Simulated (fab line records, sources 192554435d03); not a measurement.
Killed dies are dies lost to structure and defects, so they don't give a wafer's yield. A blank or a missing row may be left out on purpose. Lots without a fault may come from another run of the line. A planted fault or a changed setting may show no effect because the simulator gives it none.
A struck lot beside a sound one | flow n5_finfet | 37 steps out of a route of 1938
Sound: wafers L509.2, L509.4, L509.5. Struck: wafers L497.1, L497.3, L497.5. The cause comes at the end.
At each step with rows: each side's tool, then ch and its chambers, then its first start. Under that, the readings that differ: sound wafers | struck wafers | difference of the means | sigmas: that difference in standard deviations of wafers without a fault.
alike: readings whose means differ by less than 2 such deviations, and words and numbers that are the same on both sides. not compared: withheld readings, readings that some wafer has no value for, bounds like >300 that may hide the same value, and numbers for which the record gives no deviation and whose values overlap.
The two part at a step that has a row with sigmas, a row that says differs or no value, or rows on one side only. Numbers that don't overlap but have no deviation are shown without sigmas and don't part them. A reading that every wafer of one side lacks parts them only if that side has two wafers or more.

first, 9 steps without rows for these wafers: N5_WELL_APT_HMDS_18 (time 60 s); N5_WELL_APT_COAT_19 (resist thk 950 nm); N5_WELL_APT_EBR_21; N5_WELL_APT_SOFTBAKE_20 (time 60 s); N5_WELL_APT_EXPOSE_22 (exposes mask PWELL, defocus 0 nm, target cd 200 nm); N5_WELL_APT_PEB_23 (peb time 90 s); N5_WELL_APT_DEVELOP_24 (develop time 45 s); N5_WELL_APT_HARDBAKE_29 (time 120 s); N5_WELL_APT_DESCUM_30 (chemistry O2, time 7.9 s).
N5_WELL_APT_IMPLANT_31:
  sound on implanter-02 ch 0, day 7 09:09; struck on implanter-02 ch 0, day 4 09:36
  reading            | sound                            | struck                        | difference | sigmas
  dose_ions_cm2      | 1.5007e+13 1.5002e+13 1.5026e+13 | 9.249e+12 9.244e+12 9.249e+12 | -5.764e+12 | -99 or more
  faraday_current_uA | 188 195 193                      | 115 118 115                   | -76        | -19
then, 25 steps without rows for these wafers: N5_WELL_APT_IMPLANT_32; N5_WELL_APT_STRIP_33 (strips in SPM, time 900 s); N5_WELL_APT_RTA_34 (time 10 s); N5_WELL_APT_OXIDE_STRIP_42 (strips SiO2 in dHF, time 45 s, target depth 12 nm); N5_WELL_APT_PRECLEAN_36 (cleans in O3/DIW, time 45 s); N5_WELL_APT_PRECLEAN_39 (cleans in dHF, time 60 s); N5_WELL_APT_SRD_37 (time 30 s); N5_WELL_APT_EPI_41 (deposits Si from SiH4/H2, target thk 50 nm, time 297.7 s); N5_PMOS_HMC_CHANNEL_EPI_HM_DEP_34 (deposits SiO2 from TEOS/O2, target thk 36 nm, time 6.9 s); N5_PMOS_HMC_CHANNEL_EPI_COAT_31 (time 60 s, resist thk 66 nm); N5_PMOS_HMC_CHANNEL_EPI_COAT_03 (resist thk 205 nm); N5_PMOS_HMC_CHANNEL_EPI_EBR_05; N5_PMOS_HMC_CHANNEL_EPI_SOFTBAKE_04 (time 60 s); N5_PMOS_HMC_CHANNEL_EPI_EXPOSE_06 (exposes mask PMOS HMC BLK, target cd 240 nm); N5_PMOS_HMC_CHANNEL_EPI_PEB_07 (peb time 60 s); N5_PMOS_HMC_CHANNEL_EPI_DEVELOP_08 (develop time 30 s); N5_PMOS_HMC_CHANNEL_EPI_DESCUM_14 (chemistry O2, time 7.9 s); N5_PMOS_HMC_CHANNEL_EPI_ETCH_32 (etches BARC in N2/H2, stops on SiO2, target depth 85.8 nm, time 50.3 s); N5_PMOS_HMC_CHANNEL_EPI_HM_OPEN_15 (chemistry CHF3/O2, target SiO2, target depth 40.6 nm, time 20.3 s); N5_PMOS_HMC_CHANNEL_EPI_STRIP_33 (strips in N2/H2); N5_PMOS_HMC_CHANNEL_EPI_STRIP_17 (strips in SPM, time 750 s); N5_PMOS_HMC_CHANNEL_EPI_ETCH_38 (etches SiO2 in CF4, target depth 1.5 nm); N5_PMOS_HMC_CHANNEL_EPI_FIN_RECESS_16 (chemistry HBr/Cl2, target Si, target depth 54 nm, time 18 s); N5_PMOS_HMC_CHANNEL_EPI_PRECLEAN_36 (cleans in O3/DIW, time 45 s); N5_PMOS_HMC_CHANNEL_EPI_PRECLEAN_18 (cleans in DHF, time 30 s).
-- the record jumps here: 6 days lie between the struck wafers' starts before and after (it left off in module PMOS_HMC_CHANNEL_EPI and takes up again in module BEOL_M4, whose first step shown is number 1111 of the route) --
N5_BEOL_M4_RC_MEAS_101:
  sound on prober-02 ch 0, day 14 17:04; struck on prober-02 ch 0, day 10 17:20
  reading           | sound          | struck         | difference | sigmas
  IOFF_P (nA/um)    | 0.30 0.20 0.26 | 0.19 0.20 0.19 | -0.06      | -2
  RS_PWELL (ohm/sq) | 2987 3001 2981 | 4037 3987 4040 | +1032      | +47
  alike: DIBL_N, DIBL_P, IOFF_N, ION_N, ION_P, SS_N, SS_P, VT_N, VT_P
-- the record jumps here: 5 days lie between the struck wafers' starts before and after (it left off in module BEOL_M4 and takes up again in module PASSIVATION, whose first step shown is number 1936 of the route) --
N5_PASSIVATION_PROBE_49:
  sound on prober-01, day 18 18:32; struck on prober-01, day 15 11:18
  alike: defect_limited_yield, killed_at_M0_to_M3, killed_at_M4_up, killed_at_contacts, killed_at_front_end, killed_at_other, killed_dies, killed_on_rim, killed_open, killed_short, sort_bin_4_leakage, sort_bin_5_function, sort_bin_6_memory, sort_n_pass, sort_yield_pct

WHERE THEY PART
First at N5_WELL_APT_IMPLANT_31; last, within this record, at N5_BEOL_M4_RC_MEAS_101. Later steps at which nothing parts them and some readings are alike: N5_PASSIVATION_PROBE_49.

WHY: what the simulator had put in
Process parameter drift: implanter-02, from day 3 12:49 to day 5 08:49, at N5_WELL_APT_IMPLANT_31. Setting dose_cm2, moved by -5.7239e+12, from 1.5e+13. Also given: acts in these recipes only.
